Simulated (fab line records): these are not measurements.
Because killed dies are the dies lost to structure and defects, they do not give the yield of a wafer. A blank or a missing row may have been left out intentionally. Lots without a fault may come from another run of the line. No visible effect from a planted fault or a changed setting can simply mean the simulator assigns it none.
A struck lot beside a sound one + flow n5 finfet + 36 out of 1938 route steps
Sound: wafers L624.1, L624.4, L624.5. Struck: wafer L620.6 (left out: L620.1, a lot-mate that was not struck); the cause follows at the end.
Each step with rows lists, per side, the tool, then ch with its chambers, then its first start. Under that, the readings that differ: sound wafers + struck wafers + difference of the means + sigmas: that difference in standard deviations of wafers without a fault.
alike: same words and numbers on both sides, and readings whose means sit less than 2 such deviations apart. not compared: any withheld reading, any reading some wafer has no value for, any bound like >300 that may hide the same value, and any number with overlapping values for which the record gives no deviation.
A row with sigmas, a row that says differs or no value, or rows on one side alone: a step with any of these is where the two part. Non-overlapping numbers with no deviation appear without sigmas and do not part them. A reading missing from all wafers of one side parts the sides only when that side holds two or more wafers.

first, 9 steps without rows for these wafers: N5_BEOL_M4_ANNEAL_95 (time 240 s); N5_BEOL_M4_SPUTTER_96 (material Cu, target thk 4.5 nm, time 8.29 s); N5_BEOL_M4_ECD_50 (material Cu, target thk 300 nm); N5_BEOL_M4_ANNEAL_51 (time 90 s); N5_BEOL_M4_CMP_52 (polishes, stops on SiOC, t overpolish 6.8 s, target thk 40 nm); N5_BEOL_M4_PRE_CLEAN_60 (time 15 s); N5_BEOL_M4_CO_CAP_55 (material Co, precursor CCTBA/H2, target thk 2 nm, time 102.1 s); N5_BEOL_M4_PRE_CLEAN_56 (time 15 s); N5_BEOL_M4_DEP_57 (deposits SiCN from 3MS/NH3, target thk 8 nm, time 14 s).
N5_BEOL_M4_RC_MEAS_101:
  sound on prober-02 ch 0, day 12 10:40; struck on prober-02 ch 0, day 11 06:02
| reading       | sound          | struck | difference | sigmas |
|---------------|----------------|--------|------------|--------|
| SS_P (mV/dec) | 73.2 73.4 73.3 | 71.8   | -1.5       | -2     |
  alike: DIBL_N, DIBL_P, IOFF_N, IOFF_P, ION_N, ION_P, SS_N, VT_N, VT_P
then, 24 steps without rows for these wafers: N5_BEOL_M5_ILD_DEP_00 (deposits SiCOH lowk from DEMS/porogen, target thk 140.64 nm, time 25.9 s); N5_BEOL_M5_CURE_79 (cures SiCOH lowk, time 240 s); N5_BEOL_M5_PECVD_70 (deposits SiO2 from TEOS/O2, target thk 16 nm, time 18 s); N5_BEOL_M5_HM_DEP_02 (deposits TiN, target thk 20 nm); N5_BEOL_M5_COAT_59 (time 60 s, resist thk 60 nm); N5_BEOL_M5_COAT_60 (time 60 s, resist thk 12 nm); N5_BEOL_M5_COAT_71 (time 60 s, resist thk 5 nm); N5_BEOL_M5_COAT_05 (resist thk 30 nm); N5_BEOL_M5_EBR_07; N5_BEOL_M5_SOFTBAKE_06 (time 60 s); N5_BEOL_M5_EXPOSE_08 (exposes mask M5, target cd 28 nm); N5_BEOL_M5_PEB_09 (peb time 60 s); N5_BEOL_M5_DEVELOP_10 (develop time 30 s); N5_BEOL_M5_DESCUM_16 (chemistry O2, time 7 s); N5_BEOL_M5_ETCH_72 (etches underlayer in N2/H2, target depth 6.5 nm, time 5.2 s); N5_BEOL_M5_ETCH_61 (etches SiARC in CF4, target depth 15.6 nm, time 26 s); N5_BEOL_M5_ETCH_62 (etches SOC in N2/H2, target depth 75 nm, overetch 15 nm, time 112.5 s); N5_BEOL_M5_STRIP_63 (strips in N2/H2); N5_BEOL_M5_STRIP_73 (strips in N2/H2); N5_BEOL_M5_STRIP_64 (strips in CF4); N5_BEOL_M5_HM_OPEN_17 (chemistry Cl2/BCl3, target TiN, target depth 20 nm, overetch 6 nm); N5_BEOL_M5_STRIP_19 (strips in O2); N5_BEOL_M5_COAT_65 (time 60 s, resist thk 60 nm); N5_BEOL_M5_COAT_66 (time 60 s, resist thk 12 nm).
-- record jumps: 4 days separate the struck wafers' starts on either side; left off in module BEOL_M5, taken up again in module PASSIVATION, whose first shown step is the route's number 1930 --
N5_PASSIVATION_ETCH_54: etches SiO2 in CHF3/O2, target depth 880 nm, time 440 s.
  sound on rie diel-05 ch 0,1, day 16 11:19; struck on rie diel-01 ch 0, day 15 06:45
| reading                                 | sound             | struck | difference | sigmas |
|-----------------------------------------|-------------------|--------|------------|--------|
| showerhead plenum p Torr (Torr)         | 2.35 2.38 2.35    | 2.53   | +0.17      | +2     |
| model.etch.depth nm (nm)                | 907.8 912.1 913.5 | 673.7  | -237.4     |        |
| model.PASSIVATION.feature depth nm (nm) | 907.8 912 913.4   | 673.8  | -237.3     |        |
  alike: O2_flow_sccm, chamber pressure mTorr, drypump motor current A, oes_ar_750_au, oes product au, rf vpp V, throttle valve pct
  not compared: rf hours counter h
N5_PASSIVATION_PROBE_49:
  sound on prober-02 at day 16 14:06; struck on prober-02 at day 15 10:36
| reading                  | sound          | struck | difference | sigmas      |
|--------------------------|----------------|--------|------------|-------------|
| defect limited yield (%) | 93.3 91.4 90.6 | 0      | -92        | -61         |
| killed at other          | 2 11 14        | 1094   | +1085      | +99 or more |
| killed dies              | 79 101 111     | 1180   | +1083      | +60         |
| killed on rim            | 9 12 14        | 152    | +140       | +35         |
| sort_bin_5_function (%)  | 3.4 4.7 5.6    | 97.5   | +92.9      | +97         |
| sort n pass              | 1101 1079 1069 | 0      | -1083      | -60         |
| sort yield pct (%)       | 93.3 91.4 90.6 | 0      | -92        | -61         |
  alike: killed_at_M0_to_M3, killed_at_M4_up, killed at contacts, killed at front end, killed open, killed short, sort_bin_6_memory

== WHERE THEY PART ==
At N5_BEOL_M4_RC_MEAS_101 first; at N5_PASSIVATION_PROBE_49 last (within this record only).

WHY: the cause the simulator had injected
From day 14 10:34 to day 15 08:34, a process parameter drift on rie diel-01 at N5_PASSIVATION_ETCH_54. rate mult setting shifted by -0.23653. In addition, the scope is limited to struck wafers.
